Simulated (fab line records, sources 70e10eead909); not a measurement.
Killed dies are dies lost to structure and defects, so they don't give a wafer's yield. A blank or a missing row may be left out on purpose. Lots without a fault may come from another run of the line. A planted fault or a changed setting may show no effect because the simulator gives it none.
Problem report in the 8D (eight disciplines) form, filled by code | flow nand_harc | the parts of the form that need people (team, actions taken, sign-off) are left out

1. THE PROBLEM
killed_at_array at NHARC_END_SORT_01 reads a mean of 145 on 1 wafer of 1 lot; wafers without a fault read 53 with a standard deviation of 21. That is +4.4 standard deviations from the usual mean.
First seen on wafer L274.3, day 29 06:38, on prober-02. The record holds 3 wafers of 1 lot with a number at this step. Rule for "out", or "out of limits": more than 4 standard deviations from the usual mean. The other wafers with a number count as sound.

2. WHAT IT IS AND WHAT IT IS NOT
question                    | is                           | is not
which readings at this step | killed_at_array, killed_dies | killed_at_other, killed_at_periphery, killed_open, killed_short
which lots                  | L274                         | -
which wafers of those lots  | L274.3                       | L274.1, L274.6
read on which gauges        | prober-02                    | -
when                        | from day 29 06:38            | up to then (1 sound wafer); but 1 sound wafer of L274 came after

3. SUSPECTS, AND WHAT RULES EACH OUT
Counting: a tool at a process step up to the reading stays a suspect if it ran every lot that is out. Sound lots after the first of them don't rule it out here, since some wafers of a struck lot are sound.
- the gauge at NHARC_END_SORT_01: kept. All the wafers that are out were read on prober-02, and no step on other tools shows them out.
- har_cap_etch-02 at NHARC_A_CONTACT_ETCH_119 (etches the open film in C4F8/O2/Ar, time 190 s, target depth 1850 nm): kept. It ran the lot that is out, L274 (day 25 21:48).
- rie_diel-05 at NHARC_THIN_TSV_ETCHBACK_48 (etches the open film in C4F8/Ar, target depth 1028.5 nm, time 405.17 s): kept. It ran the lot that is out, L274 (day 28 12:47).
- pvd_sputter-02 at NHARC_THIN_TSV_DEGAS_49 (time 120 s): kept. It ran the lot that is out, L274 (day 28 13:19).
- rie_metal-02 at NHARC_THIN_TSV_ETCH_59 (etches the open film in Cl2/BCl3, target depth 880 nm, time 138.1 s): kept. It ran the lot that is out, L274 (day 28 16:44).
- Within har_cap_etch-02 at NHARC_A_CONTACT_ETCH_119: the wafers that are out ran in chamber 1; their sound lot-mates ran in chamber 0.
- Within rie_metal-02 at NHARC_THIN_TSV_ETCH_59: the wafers that are out ran in chamber 0; their sound lot-mates ran in chamber 1.
Left after counting: har_cap_etch-02 at NHARC_A_CONTACT_ETCH_119, rie_diel-05 at NHARC_THIN_TSV_ETCHBACK_48, pvd_sputter-02 at NHARC_THIN_TSV_DEGAS_49, rie_metal-02 at NHARC_THIN_TSV_ETCH_59, prober-02 at NHARC_END_SORT_01.

4. THE CAUSE (what the simulator had put in)
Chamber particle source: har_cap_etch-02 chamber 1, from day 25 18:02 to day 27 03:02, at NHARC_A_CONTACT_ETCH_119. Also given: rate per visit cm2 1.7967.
Counting left 5 suspects, and this tool is among them.

5. THE CHAIN OF EFFECTS, in route order
Each row: a reading whose mean over the struck wafers that have a number lies more than 3 standard deviations from the usual. Only readings for which the record gives a usual standard deviation are gone through. hours: the time from each lot's start at the first step in this table that gives one to its start at this step, as a median over the lots. sigmas: the change in usual standard deviations.
hours | step              | reading         | usual | on struck wafers | change | sigmas
0     | NHARC_END_SORT_01 | killed_at_array | 53    | 145              | +92    | +4.4
0     | NHARC_END_SORT_01 | killed_dies     | 58    | 146              | +88    | +4.2

6. WHAT WOULD HAVE CAUGHT IT SOONER
In this record the first reading out of limits at a measuring or inspecting step was taken at day 29 06:38, 85 hours after the fault began at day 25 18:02.
All the lots that are out (1) had begun NHARC_A_CONTACT_ETCH_119 on har_cap_etch-02 by day 29 06:38. A hold on the tool at that time would have spared none of them.
